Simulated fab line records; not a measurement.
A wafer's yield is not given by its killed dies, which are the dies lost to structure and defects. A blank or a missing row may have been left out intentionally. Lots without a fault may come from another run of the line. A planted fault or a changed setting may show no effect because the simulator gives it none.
fab line records | flow n5-finfet | part 1 of 2: steps 1 to 20 of 27
[record] lots = 5 wafers = 15 last-day = 18
route steps=1938 shown BEOL_M7@1280
lots that met no fault: from a run of the same line without faults
start-h: start of the lot's first displayed wafer, in hours after the record's first day | wait-h: time in hours since the lot's previous step | " unchanged from the row above | L1.1+2: several wafers, shown together as one row | - either no value or no given start | * or withheld: withheld | < > ~ a bound
route shown NAME@n: a module of which the file shows steps, and the number in the route of the first | usual: mean/standard deviation taken from wafers without a fault | same: alike in all rows | chamber/n: place in a boat | sites: each site's reading | _std_site: the standard deviation of these | _edge_site: inner sites' mean taken away from outer sites' mean | radius-mm: for every site, how far away it sits from the centre of the wafer | mask NAME#n: copy n | behind: the last tool/chamber to shape the wafer | hold: what put the lot on hold/how long, in hours/how the hold closed | device: names the non-switching transistor (n, p or np) | end of line: tests of these same wafers at the route's end | a step with no rows: only its recipe | killed: not the wafer's yield, but the dies lost to structure and defects at the first sort | map: per-die view of a wafer (x killed, . not killed, _ where there is no die)
set.NAME: the setting as run; set.NAME@STEP: as run at that earlier step | model.NAME: the simulator's own value behind a step, which no gauge read
lots seen at some steps along the route; tables by step, rows by wafer
services: when a tool's chamber went out of use (start-h, in hours from the record's first day, below 0 if earlier), for how many hours, and the reason
[[steps]]
[step N5_BEOL_M7_ETCH_61]
[recipe] chemistry = CF4 target = SiARC target-depth-a = 455 mask-material = CAR-ArF time-s = 75.8 ion-energy-ev = 80 pressure-mtorr = 40 source-w = 545 bias-w = 36 Ar_flow_sccm = 100 cf4-flow-sccm = 100 ends = cleared
[usual] drypump-motor-current-A = 5.9/0.36 etch-rf-on-time-s = 76.6/1.3 oes-product-au = 0.64/0.066 rf-vpp-V = 184.1/1.2 showerhead-plenum-p-Torr = 2.15/0.078 throttle-valve-pct = 15.66/0.19
// columns lot.wafer tool chamber start-h wait-h drypump-motor-current-A etch-rf-on-time-s oes-product-au rf-hours-counter-h rf-vpp-V showerhead-plenum-p-Torr throttle-valve-pct
L080.1 rie-diel-05 0 230.87 0.0 5.6 76.4 0.63 151 182.0 2.06 15.86
L080.2 " 1 " " 6.1 76.0 0.60 234 183.3 2.04 15.49
L080.6 " 0 " " 5.5 76.8 0.63 - 183.3 2.06 15.85
L083.1 rie-diel-05 3 239.14 0.0 5.8 77.1 0.60 206 185.0 2.22 15.88
L083.3 " 2 " " 5.6 75.6 0.86 0 185.3 2.18 15.33
L083.4 " 0 " " 5.5 77.0 0.62 154 182.4 2.06 15.86
L094.1 rie-diel-06 2 323.19 0.0 6.3 80.1 0.58 236 184.7 2.12 15.64
L094.4 " 1 " " 5.8 76.4 0.68 90 183.8 2.17 15.65
L094.6 " 2 " " 6.3 80.2 0.57 - 184.0 2.12 15.66
L096.2 rie-diel-01 1 339.55 0.0 6.3 73.7 0.64 201 184.1 2.20 15.32
L096.4 " 0 " " 5.5 75.8 0.66 120 184.8 2.25 15.77
L096.6 " 3 " " 5.7 77.0 0.58 - 183.7 2.19 15.66
L097.2 rie-diel-01 2 340.14 0.0 6.4 75.9 0.60 223 182.4 2.03 15.61
L097.4 " 3 " " 5.7 77.4 0.58 247 185.1 2.19 15.65
L097.6 " 0 " " 5.4 75.5 0.66 - 183.6 2.25 15.79
[step N5_BEOL_M7_ETCH_62]
[recipe] chemistry = N2/H2 target = SOC target-depth-a = 1100 overetch-a = 220 mask-material = SiARC temp-c = 40 time-s = 165 ion-energy-ev = 200 pressure-mtorr = 30 source-w = 840 bias-w = 150 n2-flow-sccm = 200 h2-flow-sccm = 200
[usual] drypump-motor-current-A = 5.9/0.35 oes-product-au = 0.64/0.062 rf-vpp-V = 523.9/2.8 showerhead-plenum-p-Torr = 2.55/0.097 throttle-valve-pct = 17.84/0.23
// columns lot.wafer tool chamber start-h wait-h drypump-motor-current-A oes-product-au rf-hours-counter-h rf-vpp-V showerhead-plenum-p-Torr throttle-valve-pct
L080.1 rie-diel-05 0 230.93 0.0 5.5 0.63 151 520.4 2.43 18.08
L080.2 " 1 " " 6.1 0.59 234 519.5 2.41 17.54
L080.6 " 0 " " 5.6 0.63 - 520.7 2.43 18.09
L083.1 rie-diel-05 3 239.20 0.0 5.8 0.60 206 525.2 2.63 18.05
L083.3 " 2 " " 5.7 0.84 0 526.7 2.60 17.59
L083.4 " 0 " " 5.5 0.62 154 520.1 2.43 18.10
L094.1 rie-diel-06 2 323.25 0.0 6.3 0.59 236 523.7 2.49 17.76
L094.4 " 1 " " 5.9 0.67 90 526.1 2.58 17.83
L094.6 " 2 " " 6.4 0.59 - 523.1 2.49 17.75
L096.2 rie-diel-01 1 339.61 0.0 6.3 0.63 201 525.9 2.62 17.42
L096.4 " 0 " " 5.5 0.65 121 528.1 2.67 17.92
L096.6 " 3 " " 5.7 0.59 - 525.4 2.61 17.93
L097.2 rie-diel-01 2 340.20 0.0 6.4 0.59 223 519.7 2.42 17.73
L097.4 " 3 " " 5.7 0.59 247 525.1 2.61 17.93
L097.6 " 0 " " 5.5 0.66 - 526.9 2.67 17.91
[step N5_BEOL_M7_STRIP_68]
[recipe] chemistry = N2/H2 temp-c = 40 n2-flow-sccm = 200 h2-flow-sccm = 200 rf-frequency-hz = 6e+07
// columns lot.wafer tool chamber start-h wait-h
L080.1+2+6 rie-diel-05 0,1,0 231.07 0.1
L083.1+3+4 rie-diel-05 3,2,0 239.34 0.1
L094.1+4+6 rie-diel-06 2,1,2 323.38 0.1
L096.2+4+6 rie-diel-01 1,0,3 339.74 0.1
L097.2+4+6 rie-diel-01 2,3,0 340.33 0.1
[step N5_BEOL_M7_STRIP_67]
[recipe] chemistry = CF4 resist = SiARC power-w = 300 bias-power-w = 75 pressure-mtorr = 50 cf4-flow-sccm = 150 rf-frequency-hz = 6e+07
[usual] drypump-motor-current-A = 5.9/0.35 oes-product-au = 0.76/0.073 rf-vpp-V = 271.1/1.9 showerhead-plenum-p-Torr = 1.80/0.063 throttle-valve-pct = 13.64/0.19
// columns lot.wafer tool chamber start-h wait-h drypump-motor-current-A oes-product-au rf-hours-counter-h rf-vpp-V showerhead-plenum-p-Torr throttle-valve-pct
L080.1 rie-diel-05 0 231.08 0.0 5.5 0.74 151 269.2 1.73 13.82
L080.2 " 1 " " 6.1 0.70 234 268.5 1.71 13.52
L080.6 " 0 " " 5.6 0.75 - 270.3 1.73 13.83
L083.1 rie-diel-05 3 239.35 0.0 5.8 0.71 206 272.8 1.86 13.86
L083.3 " 2 " " 5.6 0.98 0 272.1 1.83 13.26
L083.4 " 0 " " 5.5 0.74 154 268.2 1.73 13.85
L094.1 rie-diel-06 2 323.39 0.0 6.4 0.70 236 271.7 1.78 13.66
L094.4 " 1 " " 5.9 0.79 90 269.7 1.81 13.55
L094.6 " 2 " " 6.4 0.70 - 270.0 1.78 13.67
L096.2 rie-diel-01 1 339.75 0.0 6.3 0.74 201 272.5 1.83 13.32
L096.4 " 0 " " 5.5 0.77 121 273.2 1.89 13.75
L096.6 " 3 " " 5.7 0.69 - 273.0 1.83 13.68
L097.2 rie-diel-01 2 340.34 0.0 6.4 0.70 223 269.2 1.70 13.61
L097.4 " 3 " " 5.7 0.69 247 271.7 1.83 13.69
L097.6 " 0 " " 5.5 0.77 - 272.8 1.89 13.75
[step N5_BEOL_M7_HM_OPEN_17]
[recipe] chemistry = Cl2/BCl3 target-depth-a = 200 overetch-a = 60 target = TiN mask-material = SOC ion-energy-ev = 150 pressure-mtorr = 10 icp-w = 1000 bias-w = 126 Cl2_flow_sccm = 53.25 bcl3-flow-sccm = 21.75 Ar_flow_sccm = 25
[usual] bcl3-flow-sccm = 21.76/0.07 drypump-motor-current-A = 5.9/0.44 he-backside-leak-sccm = 3.53/0.28 oes-product-au = 0.66/0.095 throttle-valve-pct = 22.17/0.26
// columns lot.wafer tool chamber start-h wait-h bcl3-flow-sccm drypump-motor-current-A he-backside-leak-sccm oes-product-au rf-hours-counter-h throttle-valve-pct
L080.1 rie-metal-01 1 231.13 0.0 21.79 5.4 3.62 0.59 77 21.99
L080.2 " 1 " " 21.79 5.4 3.54 0.60 - 21.96
L080.6 " 1 " " 21.83 5.4 3.27 0.59 - 21.99
L083.1 rie-metal-02 0 239.39 0.0 21.67 6.4 5.12 0.74 13 22.23
L083.3 " 1 " " 21.70 6.4 3.55 0.53 - 21.92
L083.4 " 0 " " 21.79 6.4 3.55 0.73 - 22.23
L094.1 rie-metal-01 1 323.43 0.0 21.65 5.4 3.49 0.57 88 22.03
L094.4 " 1 " " 21.70 5.4 3.55 0.57 - 22.04
L094.6 " 0 " " 21.76 5.6 3.45 0.78 - 21.92
L096.2 rie-metal-01 0 339.80 0.0 21.80 5.6 3.26 0.77 11 21.91
L096.4 " 1 " " 21.76 5.4 3.51 0.57 - 22.04
L096.6 " 1 " " 21.75 5.4 3.37 0.57 - 22.02
L097.2 rie-metal-02 0 340.38 0.0 21.78 6.3 3.65 0.70 25 22.26
L097.4 " 1 " " 21.70 6.4 3.22 0.82 - 21.70
L097.6 " 1 " " 21.74 6.4 5.15 0.81 - 21.69
[step N5_BEOL_M7_STRIP_19]
[recipe] chemistry = O2 power-w = 400 temp-c = 40 pressure-mtorr = 30 rf-frequency-hz = 6e+07 bias-power-w = 0 overash-fraction = 0.2 o2-flow-sccm = 225
[usual] drypump-motor-current-A = 5.9/0.4 oes-product-au = 0.77/0.072 rf-vpp-V = 3.6/0.58 showerhead-plenum-p-Torr = 2.13/0.076 throttle-valve-pct = 16.68/0.17
// columns lot.wafer tool chamber start-h wait-h drypump-motor-current-A oes-product-au rf-hours-counter-h rf-vpp-V showerhead-plenum-p-Torr throttle-valve-pct
L080.1 rie-diel-05 1 231.33 0.2 6.1 0.70 235 3.5 1.97 16.42
L080.2 " 3 " " 5.8 0.71 203 3.6 2.17 16.86
L080.6 " 0 " " 5.5 0.74 - 3.7 2.01 16.91
L083.1 rie-diel-06 3 239.50 0.1 6.3 0.77 106 4.3 2.11 16.67
L083.3 " 2 " " 6.4 0.70 211 3.7 2.10 16.73
L083.4 " 2 " " 6.3 0.69 - 3.2 2.10 16.73
L094.1 rie-diel-06 2 323.54 0.1 6.3 0.68 237 4.1 2.09 16.79
L094.4 " 0 " " 4.9 0.92 22 3.7 2.25 16.88
L094.6 " 2 " " 6.4 0.68 - 3.7 2.09 16.81
L096.2 rie-diel-06 3 340.05 0.2 6.3 0.76 131 4.1 2.10 16.71
L096.4 " 0 " " 4.9 0.92 22 3.9 2.25 16.89
L096.6 " 0 " " 4.9 0.92 - 3.5 2.25 16.88
L097.2 rie-diel-01 0 340.69 0.3 5.5 0.77 121 3.8 2.20 16.82
L097.4 " 2 " " 6.3 0.69 223 3.5 1.98 16.60
L097.6 " 2 " " 6.4 0.70 - 4.1 1.98 16.62
[step N5_BEOL_M7_CD_MEAS_18]
[recipe] pitch-nm = 80 target-cd-nm = 40
[usual] cd-nm = 40.1/0.63
// columns lot.wafer tool chamber start-h wait-h cd-nm
L080.1 cd-sem-02 - 231.40 0.0 40.7
L080.2 " - " " 39.5
L080.6 " - " " 39.9
L083.1 cd-sem-01 - 239.57 0.0 40.0
L083.3 " - " " 39.3
L083.4 " - " " 40.5
L094.1 cd-sem-01 - 323.61 0.0 40.2
L094.4 " - " " 40.9
L094.6 " - " " 40.3
L096.2 cd-sem-02 - 340.12 0.1 39.8
L096.4 " - " " 39.9
L096.6 " - " " 40.7
L097.2 cd-sem-01 - 340.77 0.1 38.9
L097.4 " - " " 39.8
L097.6 " - " " 39.2
[step N5_BEOL_M7_COAT_63]
[recipe] resist = SOC temp-c = 250 time-s = 60 spin-rpm = 1500 resist-thk-nm = 60
[usual] plate-temp-C = 249.94/0.17
// columns lot.wafer tool chamber start-h wait-h plate-temp-C
L080.1 litho-track-05 0 234.10 2.7 250.16
L080.2 " 0 " " 249.87
L080.6 " 0 " " 249.95
L083.1 litho-track-05 0 239.62 0.1 249.92
L083.3 " 0 " " 249.73
L083.4 " 0 " " 250.22
L094.1 litho-track-01 0 326.37 2.8 250.08
L094.4 " 0 " " 250.26
L094.6 " 0 " " 250.10
L096.2 litho-track-02 0 340.58 0.5 250.07
L096.4 " 0 " " 249.93
L096.6 " 0 " " 250.00
L097.2 litho-track-02 0 340.88 0.1 249.88
L097.4 " 0 " " 249.70
L097.6 " 0 " " 249.91
[step N5_BEOL_M7_COAT_64]
[recipe] resist = SiARC temp-c = 220 time-s = 60 spin-rpm = 1500 resist-thk-nm = 12
[usual] plate-temp-C = 220.03/0.16
// columns lot.wafer tool chamber start-h wait-h plate-temp-C
L080.1 litho-track-05 0 - - 219.91
L080.2 " 0 " " 219.91
L080.6 " 0 " " 219.73
L083.1 litho-track-05 0 - - 219.98
L083.3 " 0 " " 220.01
L083.4 " 0 " " 219.96
L094.1 litho-track-01 0 - - 219.92
L094.4 " 0 " " 219.94
L094.6 " 0 " " 220.21
L096.2 litho-track-02 0 - - 219.85
L096.4 " 0 " " 219.83
L096.6 " 0 " " 219.84
L097.2 litho-track-02 0 - - 219.66
L097.4 " 0 " " 220.02
L097.6 " 0 " " 220.13
[step N5_BEOL_M7_COAT_71]
[recipe] resist = underlayer temp-c = 205 time-s = 60 spin-rpm = 1500 resist-thk-nm = 5
[usual] plate-temp-C = 204.98/0.17
// columns lot.wafer tool chamber start-h wait-h plate-temp-C
L080.1 litho-track-05 0 - - 204.64
L080.2 " 0 " " 204.88
L080.6 " 0 " " 204.65
L083.1 litho-track-05 0 - - 205.12
L083.3 " 0 " " 204.92
L083.4 " 0 " " 205.01
L094.1 litho-track-01 0 - - 205.06
L094.4 " 0 " " 205.21
L094.6 " 0 " " 205.08
L096.2 litho-track-02 0 - - 205.15
L096.4 " 0 " " 205.28
L096.6 " 0 " " 205.35
L097.2 litho-track-02 0 - - 205.21
L097.4 " 0 " " 204.99
L097.6 " 0 " " 205.06
[step N5_BEOL_M7_COAT_22]
[recipe] resist = CAR-EUV spin-rpm = 1500 resist-thk-nm = 30
// columns lot.wafer tool chamber start-h wait-h
L080.1+2+6 litho-track-05 0 - -
L083.1+3+4 litho-track-05 0 - -
L094.1+4+6 litho-track-01 0 - -
L096.2+4+6 litho-track-02 0 - -
L097.2+4+6 litho-track-02 0 - -
[step N5_BEOL_M7_EBR_24]
[recipe] solvent = PGMEA ebr-width-mm = 1.5
// columns lot.wafer tool chamber start-h wait-h
L080.1+2+6 litho-track-05 0 - -
L083.1+3+4 litho-track-05 0 - -
L094.1+4+6 litho-track-01 0 - -
L096.2+4+6 litho-track-02 0 - -
L097.2+4+6 litho-track-02 0 - -
[step N5_BEOL_M7_SOFTBAKE_23]
[recipe] temp-c = 110 time-s = 60 resist = CAR-EUV
[usual] plate-temp-C = 109.97/0.14
// columns lot.wafer tool chamber start-h wait-h plate-temp-C
L080.1 litho-track-05 0 - - 109.87
L080.2 " 0 " " 109.79
L080.6 " 0 " " 109.81
L083.1 litho-track-05 0 - - 109.94
L083.3 " 0 " " 110.00
L083.4 " 0 " " 109.89
L094.1 litho-track-01 0 - - 110.02
L094.4 " 0 " " 109.93
L094.6 " 0 " " 109.81
L096.2 litho-track-02 0 - - 109.86
L096.4 " 0 " " 109.84
L096.6 " 0 " " 110.02
L097.2 litho-track-02 0 - - 109.93
L097.4 " 0 " " 109.95
L097.6 " 0 " " 109.98
[step N5_BEOL_M7_EXPOSE_25]
[recipe] mask-id = V6 na = 0.33 source-shape = annular sigma-inner = 0.4 sigma-outer = 0.8 polarization = unpolarized target-cd-nm = 40 dose-mj = 42.5
[usual] stage-msd-nm = 0.815/0.014
// columns lot.wafer tool chamber start-h wait-h mask stage-msd-nm
L080.1 euv-scanner-02 0 234.24 - V6#0 0.827
L080.2 " 0 " " V6#0 0.827
L080.6 " 0 " " V6#0 0.828
L083.1 euv-scanner-02 0 239.88 - V6#0 0.830
L083.3 " 0 " " V6#0 0.830
L083.4 " 0 " " V6#0 0.828
L094.1 euv-scanner-01 0 326.51 - V6#0 0.798
L094.4 " 0 " " V6#0 0.797
L094.6 " 0 " " V6#0 0.800
L096.2 euv-scanner-02 0 340.85 - V6#0 0.822
L096.4 " 0 " " V6#0 0.817
L096.6 " 0 " " V6#0 0.823
L097.2 euv-scanner-02 0 341.03 - V6#0 0.821
L097.4 " 0 " " V6#0 0.821
L097.6 " 0 " " V6#0 0.820
[step N5_BEOL_M7_PEB_26]
[recipe] peb-temp-c = 100 peb-time-s = 60 resist = CAR-EUV
[usual] plate-temp-C = 100.01/0.14
// columns lot.wafer tool chamber start-h wait-h plate-temp-C
L080.1 litho-track-01 0 234.30 0.1 100.14
L080.2 " 0 " " 99.85
L080.6 " 0 " " 99.95
L083.1 litho-track-01 0 239.95 0.1 99.79
L083.3 " 0 " " 99.71
L083.4 " 0 " " 99.82
L094.1 litho-track-05 0 326.58 0.1 100.02
L094.4 " 0 " " 99.92
L094.6 " 0 " " 100.12
L096.2 litho-track-01 0 340.91 0.1 100.06
L096.4 " 0 " " 100.07
L096.6 " 0 " " 99.96
L097.2 litho-track-05 0 341.09 0.1 99.89
L097.4 " 0 " " 99.89
L097.6 " 0 " " 99.82
[step N5_BEOL_M7_DEVELOP_27]
[recipe] develop-time-s = 30 developer = TMAH resist = CAR-EUV rinse-liquid = surfactant-rinse dry = air-spin dev-temp-c = 23
// columns lot.wafer tool chamber start-h wait-h
L080.1+2+6 litho-track-01 0 - -
L083.1+3+4 litho-track-01 0 - -
L094.1+4+6 litho-track-05 0 - -
L096.2+4+6 litho-track-01 0 - -
L097.2+4+6 litho-track-05 0 - -
[step N5_BEOL_M7_CD_MEAS_28]
[recipe] target-cd-nm = 40 landing-energy-ev = 500 detector = se-inlens
[usual] cd-nm = 39.96/0.23
// columns lot.wafer tool chamber start-h wait-h cd-nm
L080.1 cd-sem-03 0 234.37 - 39.46
L080.2 " 0 " " 39.92
L080.6 " 0 " " 40.06
L083.1 cd-sem-01 0 240.01 - 39.89
L083.3 " 0 " " 40.02
L083.4 " 0 " " 39.94
L094.1 cd-sem-01 0 326.65 - 39.68
L094.4 " 0 " " 39.87
L094.6 " 0 " " 40.11
L096.2 cd-sem-01 0 340.98 - 39.71
L096.4 " 0 " " 40.19
L096.6 " 0 " " 40.03
L097.2 cd-sem-03 0 341.15 - 39.94
L097.4 " 0 " " 40.10
L097.6 " 0 " " 40.23
[step N5_BEOL_M7_OVL_MEAS_29]
[recipe] points-per-wafer = 522
[usual] V6_OVL = 0.2/0.58
// columns lot.wafer tool chamber start-h wait-h V6_OVL[nm]
L080.1 overlay-01 0 234.40 0.0 0.6
L080.2 " 0 " " 1.6
L080.6 " 0 " " 1.2
L083.1 overlay-02 0 240.04 0.0 0.1
L083.3 " 0 " " 0.1
L083.4 " 0 " " 0.5
L094.1 overlay-01 0 326.68 0.0 -0.6
L094.4 " 0 " " -0.6
L094.6 " 0 " " 0.0
L096.2 overlay-02 0 341.01 0.0 -0.3
L096.4 " 0 " " -0.5
L096.6 " 0 " " 0.5
L097.2 overlay-02 0 341.19 0.0 0.6
L097.4 " 0 " " 0.8
L097.6 " 0 " " 1.0
[step N5_BEOL_M7_INSPECT_30]
[recipe] mode = adi inspect-instrument = brightfield
[usual] raw-defect-count = 389/94
// columns lot.wafer tool chamber start-h wait-h raw-defect-count
L080.1 defect-inspect-02 - 234.46 0.1 352
L080.2 " - " " 370
L080.6 " - " " 328
L083.1 defect-inspect-01 - 240.10 0.1 353
L083.3 " - " " 422
L083.4 " - " " 437
L094.1 defect-inspect-02 - 326.74 0.1 379
L094.4 " - " " 345
L094.6 " - " " 461
L096.2 defect-inspect-01 - 341.07 0.0 449
L096.4 " - " " 465
L096.6 " - " " 421
L097.2 defect-inspect-01 - 341.24 0.0 347
L097.4 " - " " 276
L097.6 " - " " 406
[step N5_BEOL_M7_DESCUM_33]
[recipe] chemistry = O2 time-s = 7 source-power-w = 50 bias-power-w = 20 pressure-mtorr = 20 rf-frequency-hz = 2.712e+07 temp-c = 40 resist = CAR-EUV o2-flow-sccm = 225
[usual] drypump-motor-current-A = 5.9/0.39 oes-product-au = 0.75/0.068 rf-vpp-V = 243.2/1.4 showerhead-plenum-p-Torr = 2.10/0.08 throttle-valve-pct = 20.43/0.21
// columns lot.wafer tool chamber start-h wait-h drypump-motor-current-A oes-product-au rf-hours-counter-h rf-vpp-V showerhead-plenum-p-Torr throttle-valve-pct
L080.1 rie-diel-01 1 234.73 0.3 6.3 0.77 168 243.8 2.19 20.11
L080.2 " 3 " " 5.7 0.71 213 244.5 2.16 20.36
L080.6 " 1 " " 6.3 0.78 - 243.7 2.19 20.10
L083.1 rie-diel-06 3 240.14 0.0 6.3 0.77 107 243.4 2.11 20.44
L083.3 " 2 " " 6.3 0.70 212 242.7 2.09 20.49
L083.4 " 3 " " 6.3 0.78 - 244.4 2.11 20.44
L094.1 rie-diel-01 1 326.77 0.0 6.3 0.74 196 244.6 2.18 20.17
L094.4 " 0 " " 5.5 0.77 115 245.0 2.20 20.62
L094.6 " 1 " " 6.3 0.74 - 244.1 2.18 20.16
L096.2 rie-diel-01 3 341.10 0.0 5.7 0.69 247 243.7 2.14 20.40
L096.4 " 2 " " 6.3 0.70 223 241.7 1.97 20.31
L096.6 " 1 " " 6.3 0.74 - 245.0 2.18 20.17
L097.2 rie-diel-01 3 341.61 0.4 5.7 0.69 247 243.7 2.14 20.42
L097.4 " 0 " " 5.4 0.77 122 244.0 2.20 20.63
L097.6 " 1 " " 6.3 0.75 - 243.3 2.18 20.17
